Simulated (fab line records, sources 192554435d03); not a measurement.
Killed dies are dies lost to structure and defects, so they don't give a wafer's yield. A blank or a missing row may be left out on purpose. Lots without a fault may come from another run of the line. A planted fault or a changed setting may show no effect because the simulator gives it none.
Which tool did it? | flow n5_finfet | 23 lots, 69 wafers sampled, at 4 steps of a route of 1938

WHAT THE GAUGES READ, wafer by wafer
N5_BEOL_M0_SAQP_OVL_MEAS_15. Usual: M0_CORE_OVL -0.4 nm, standard deviation 0.83.
lot  | measured     | on         | M0_CORE_OVL (nm) | flag
L074 | day 5 16:10  | overlay-01 | 0.2 -0.2 -0.3    |
L075 | day 5 20:52  | overlay-02 | -1.3 -1.6 -1.1   |
L076 | day 6 00:49  | overlay-01 | -1.6 -1.1 -0.8   |
L077 | day 6 06:16  | overlay-02 | -0.3 0.6 -0.3    |
L078 | day 6 10:06  | overlay-01 | 0.6 -0.2 -0.3    |
L079 | day 6 17:37  | overlay-02 | 0.1 -0.1 -0.1    |
L080 | day 6 21:10  | overlay-02 | 0.5 -0.9 -0.7    |
L081 | day 7 02:14  | overlay-02 | -0.3 0.7 -1.3    |
L082 | day 7 13:39  | overlay-02 | -1.1 -1.1 -1.0   |
L083 | day 7 17:34  | overlay-02 | -1.1 -0.2 -0.8   |
L084 | day 8 01:35  | overlay-01 | -1.7 -0.2 -0.5   |
L085 | day 8 04:08  | overlay-02 | -0.1 1.1 0.4     |
L086 | day 8 18:41  | overlay-01 | -0.5 -0.4 -0.9   |
L087 | day 8 23:19  | overlay-01 | -1.3 -0.9 -2.0   |
L088 | day 9 02:26  | overlay-02 | -0.3 0.4 -0.9    |
L090 | day 9 12:17  | overlay-01 | 0.7 0.6 0.6      |
L091 | day 9 16:29  | overlay-02 | 0.8 1.1 -0.6     |
L092 | day 10 02:59 | overlay-02 | 0.2 -1.4 0.2     |
L093 | day 10 06:10 | overlay-02 | 0.9 0.1 0.5      |
L094 | day 10 09:19 | overlay-02 | -2.1 -1.7 -1.3   |
L095 | day 10 21:20 | overlay-02 | -0.9 0.2 -0.7    |
L096 | day 11 00:22 | overlay-02 | 1.1 0.2 0.4      |
L097 | day 11 03:22 | overlay-01 | -0.8 -1.3 -0.9   |

WHICH TOOL RAN EACH LOT (tool, then ch and the chambers of the sampled wafers, then the start)
lot  | N5_MOL_CONTACT_COAG_STRIP_72       | N5_MOL_CONTACT_COAG_CVD_140   | N5_BEOL_M0_SAQP_PECVD_96
L074 | rie_diel-03 ch 1,2,3, day 5 06:58  | cvd_w-01 ch 0,1, day 5 07:26  | pecvd-02 ch 1,2, day 5 15:36
L075 | rie_diel-03 ch 0,1,3, day 5 15:34  | cvd_w-01 ch 0,1, day 5 15:56  | pecvd-01 ch 0,1,2, day 5 20:10
L076 | rie_diel-03 ch 0,3, day 5 19:18    | cvd_w-01 ch 0, day 5 19:40    | pecvd-02 ch 0,1,2, day 6 00:15
L077 | rie_diel-02 ch 0,1,2, day 6 01:07  | cvd_w-01 ch 0,1, day 6 01:28  | pecvd-03 ch 1,2, day 6 05:42
L078 | rie_diel-03 ch 2,3, day 6 01:57    | cvd_w-02 ch 0,1, day 6 02:19  | pecvd-01 ch 0,1, day 6 09:25
L079 | rie_diel-06 ch 1,2,3, day 6 11:50  | cvd_w-02 ch 0,1, day 6 12:17  | pecvd-03 ch 0,2, day 6 16:56
L080 | rie_diel-02 ch 0,1,2, day 6 15:03  | cvd_w-02 ch 0,1, day 6 15:25  | pecvd-03 ch 0,1, day 6 20:28
L081 | rie_diel-03 ch 0,1,2, day 6 20:32  | cvd_w-01 ch 0,1, day 6 20:53  | pecvd-01 ch 0,1, day 7 01:40
L082 | rie_diel-06 ch 0,2, day 7 06:21    | cvd_w-02 ch 0, day 7 06:53    | pecvd-02 ch 0,1, day 7 12:56
L083 | rie_diel-03 ch 0,1,2, day 7 10:58  | cvd_w-02 ch 0,1, day 7 11:20  | pecvd-01 ch 0,1,2, day 7 16:59
L084 | rie_diel-06 ch 1,2,3, day 7 19:31  | cvd_w-01 ch 0,1, day 7 19:53  | pecvd-03 ch 0,1, day 8 00:53
L085 | rie_diel-02 ch 0,1,2, day 7 22:46  | cvd_w-02 ch 1, day 7 23:08    | pecvd-02 ch 0,1, day 8 03:34
L086 | rie_diel-02 ch 0,1,2, day 8 11:28  | cvd_w-01 ch 0,1, day 8 11:49  | pecvd-03 ch 0,2, day 8 16:42
L087 | rie_diel-03 ch 0,1,2, day 8 17:23  | cvd_w-01 ch 0,1, day 8 17:46  | pecvd-02 ch 0,1,2, day 8 22:44
L088 | rie_diel-02 ch 1,3, day 8 19:35    | cvd_w-02 ch 0,1, day 8 19:56  | pecvd-01 ch 0,1, day 9 01:52
L090 | rie_diel-02 ch 0,2, day 9 03:10    | cvd_w-01 ch 0,1, day 9 03:31  | pecvd-03 ch 1, day 9 11:19
L091 | rie_diel-06 ch 1,3, day 9 10:29    | cvd_w-02 ch 0,1, day 9 10:51  | pecvd-03 ch 1, day 9 15:37
L092 | rie_diel-06 ch 0,1,2, day 9 21:15  | cvd_w-01 ch 0,1, day 9 21:37  | pecvd-01 ch 0,2, day 10 02:17
L093 | rie_diel-06 ch 0,3, day 9 22:01    | cvd_w-02 ch 0,1, day 9 22:28  | pecvd-03 ch 0,1, day 10 05:33
L094 | rie_diel-06 ch 1,3, day 10 02:18   | cvd_w-02 ch 0,1, day 10 02:40 | pecvd-01 ch 0,1, day 10 08:45
L095 | rie_diel-06 ch 0,2,3, day 10 11:46 | cvd_w-02 ch 0,1, day 10 12:08 | pecvd-03 ch 1,2, day 10 20:46
L096 | rie_diel-03 ch 1,3, day 10 19:07   | cvd_w-01 ch 0,1, day 10 19:30 | pecvd-01 ch 0,2, day 10 23:47
L097 | rie_diel-06 ch 0,1,3, day 10 21:19 | cvd_w-02 ch 0,1, day 10 21:40 | pecvd-02 ch 0,1, day 11 02:48
- N5_MOL_CONTACT_COAG_STRIP_72: strips in N2/H2.
- N5_MOL_CONTACT_COAG_CVD_140: deposits W, target thk 66.5 nm, time 215 s.
- N5_BEOL_M0_SAQP_PECVD_96: deposits a-Si from SiH4/He, target thk 45 nm, time 45.2 s.

WHAT THE TOOLS THEMSELVES READ (means of the sampled wafers that have a number; where no wafer has one, the mark that the record gives instead)
N5_MOL_CONTACT_COAG_STRIP_72. Usual: drypump_motor_current_A 5.63 A, standard deviation 0.3; oes_product_au 0.80 a.u., standard deviation 0.088; rf_vpp_V 59.3 V, standard deviation 2; showerhead_plenum_p_Torr 2.51 Torr, standard deviation 0.072; throttle_valve_pct 23.7 %, standard deviation 0.44.
lot  | tool        | drypump_motor_current_A (A) | oes_product_au (a.u.) | rf_vpp_V (V) | showerhead_plenum_p_Torr (Torr) | throttle_valve_pct (%) | flag
L074 | rie_diel-03 | 5.61                        | 0.84                  | 58.8         | 2.51                            | 23.3                   |
L075 | rie_diel-03 | 5.40                        | 0.76                  | 59.2         | 2.53                            | 23.3                   |
L076 | rie_diel-03 | 5.38                        | 0.72                  | 60.5         | 2.60                            | 23.4                   |
L077 | rie_diel-02 | 5.55                        | 0.75                  | 57.9         | 2.48                            | 24.2                   |
L078 | rie_diel-03 | 5.84                        | 0.81                  | 58.4         | 2.54                            | 23.4                   |
L079 | rie_diel-06 | 5.62                        | 0.82                  | 59.0         | 2.53                            | 23.7                   |
L080 | rie_diel-02 | 5.53                        | 0.74                  | 60.6         | 2.47                            | 24.2                   |
L081 | rie_diel-03 | 5.35                        | 0.81                  | 60.5         | 2.54                            | 23.2                   |
L082 | rie_diel-06 | 5.87                        | 0.89                  | 60.4         | 2.51                            | 23.5                   |
L083 | rie_diel-03 | 5.34                        | 0.81                  | 59.7         | 2.53                            | 23.3                   |
L084 | rie_diel-06 | 5.63                        | 0.81                  | 59.5         | 2.53                            | 23.8                   |
L085 | rie_diel-02 | 5.54                        | 0.74                  | 58.2         | 2.47                            | 24.3                   |
L086 | rie_diel-02 | 5.54                        | 0.72                  | 60.0         | 2.47                            | 24.2                   |
L087 | rie_diel-03 | 5.35                        | 0.79                  | 59.7         | 2.53                            | 23.3                   |
L088 | rie_diel-02 | 5.57                        | 0.87                  | 60.4         | 2.49                            | 24.1                   |
L090 | rie_diel-02 | 5.71                        | 0.69                  | 57.5         | 2.48                            | 24.2                   |
L091 | rie_diel-06 | 5.58                        | 0.80                  | 60.2         | 2.53                            | 23.6                   |
L092 | rie_diel-06 | 5.68                        | 0.86                  | 59.4         | 2.54                            | 23.6                   |
L093 | rie_diel-06 | 5.96                        | 0.74                  | 58.2         | 2.42                            | 23.5                   |
L094 | rie_diel-06 | 5.77                        | 0.74                  | 58.8         | 2.46                            | 23.5                   |
L095 | rie_diel-06 | 5.83                        | 0.77                  | 59.9         | 2.48                            | 23.7                   |
L096 | rie_diel-03 | 5.45                        | 0.76                  | 59.7         | 2.45                            | 23.3                   |
L097 | rie_diel-06 | 5.77                        | 0.79                  | 59.5         | 2.48                            | 23.4                   |

N5_MOL_CONTACT_COAG_CVD_140. Usual: heater_power_w 477 W, standard deviation 27; susceptor_temp_C 300.00 C, standard deviation 0.18.
lot  | tool     | heater_power_w (W) | susceptor_temp_C (C) | flag
L074 | cvd_w-01 | 492                | 299.88               |
L075 | cvd_w-01 | 506                | 299.83               |
L076 | cvd_w-01 | 517                | 300.05               |
L077 | cvd_w-01 | 490                | 300.05               |
L078 | cvd_w-02 | 449                | 300.11               |
L079 | cvd_w-02 | 463                | 299.93               |
L080 | cvd_w-02 | 452                | 299.94               |
L081 | cvd_w-01 | 496                | 299.98               |
L082 | cvd_w-02 | 447                | 300.15               |
L083 | cvd_w-02 | 459                | 300.13               |
L084 | cvd_w-01 | 500                | 300.03               |
L085 | cvd_w-02 | 468                | 299.90               |
L086 | cvd_w-01 | 511                | 300.09               |
L087 | cvd_w-01 | 510                | 300.05               |
L088 | cvd_w-02 | 457                | 300.03               |
L090 | cvd_w-01 | 502                | 300.00               |
L091 | cvd_w-02 | 465                | 299.85               |
L092 | cvd_w-01 | 487                | 299.75               |
L093 | cvd_w-02 | 466                | 300.07               |
L094 | cvd_w-02 | 464                | 299.93               |
L095 | cvd_w-02 | 458                | 299.97               |
L096 | cvd_w-01 | 510                | 300.07               |
L097 | cvd_w-02 | 462                | 300.07               |

N5_BEOL_M0_SAQP_PECVD_96. Usual: heater_power_w 602 W, standard deviation 67; showerhead_plenum_p_Torr 5.68 Torr, standard deviation 0.055; susceptor_temp_C 350.00 C, standard deviation 0.21; throttle_valve_pct 18.8 %, standard deviation 0.93.
lot  | tool     | heater_power_w (W) | showerhead_plenum_p_Torr (Torr) | susceptor_temp_C (C) | throttle_valve_pct (%) | flag
L074 | pecvd-02 | 668                | 5.62                            | 349.97               | 18.6                   |
L075 | pecvd-01 | 625                | 5.74                            | 350.04               | 18.9                   |
L076 | pecvd-02 | 627                | 5.63                            | 349.92               | 18.1                   |
L077 | pecvd-03 | 547                | 5.70                            | 350.04               | 19.3                   |
L078 | pecvd-01 | 669                | 5.76                            | 350.02               | 19.4                   |
L079 | pecvd-03 | 624                | 5.67                            | 349.98               | 18.2                   |
L080 | pecvd-03 | 585                | 5.70                            | 350.13               | 19.1                   |
L081 | pecvd-01 | 678                | 5.77                            | 350.02               | 19.3                   |
L082 | pecvd-02 | 640                | 5.63                            | 350.19               | 19.1                   |
L083 | pecvd-01 | 605                | 5.73                            | 349.80               | 19.0                   |
L084 | pecvd-03 | 556                | 5.69                            | 349.94               | 19.1                   |
L085 | pecvd-02 | 653                | 5.63                            | 350.15               | 19.0                   |
L086 | pecvd-03 | 684                | 5.67                            | 349.59               | 18.1                   |
L087 | pecvd-02 | 594                | 5.61                            | 350.18               | 18.4                   |
L088 | pecvd-01 | 651                | 5.77                            | 349.73               | 19.4                   |
L090 | pecvd-03 | 578                | 5.71                            | 349.99               | 19.7                   |
L091 | pecvd-03 | 571                | 5.71                            | 350.19               | 19.8                   |
L092 | pecvd-01 | 651                | 5.76                            | 349.85               | 19.5                   |
L093 | pecvd-03 | 542                | 5.69                            | 349.88               | 19.3                   |
L094 | pecvd-01 | 622                | 5.74                            | 349.85               | 18.7                   |
L095 | pecvd-03 | 552                | 5.68                            | 350.18               | 18.9                   |
L096 | pecvd-01 | 603                | 5.74                            | 349.99               | 19.4                   |
L097 | pecvd-02 | 648                | 5.63                            | 349.86               | 19.2                   |

THE ANSWER, worked out from the rows above alone
Rule: a lot is off if the mean of its wafers that have a number lies more than 3 standard deviations from the usual mean. A lot without any number at a reading at which 4 lots or more have one is off too. The other lots that the step has rows for count as sound. The gauges are gone through in route order, then the tools' own readings, and for those a lot's mean is taken as printed above. The first step at which some lot is off is used, and at that step the reading that is off furthest; a lot without a number counts as furthest.
No lot is off at any reading shown: from this, nothing can be told.

WHAT THE SIMULATOR HAD PUT IN
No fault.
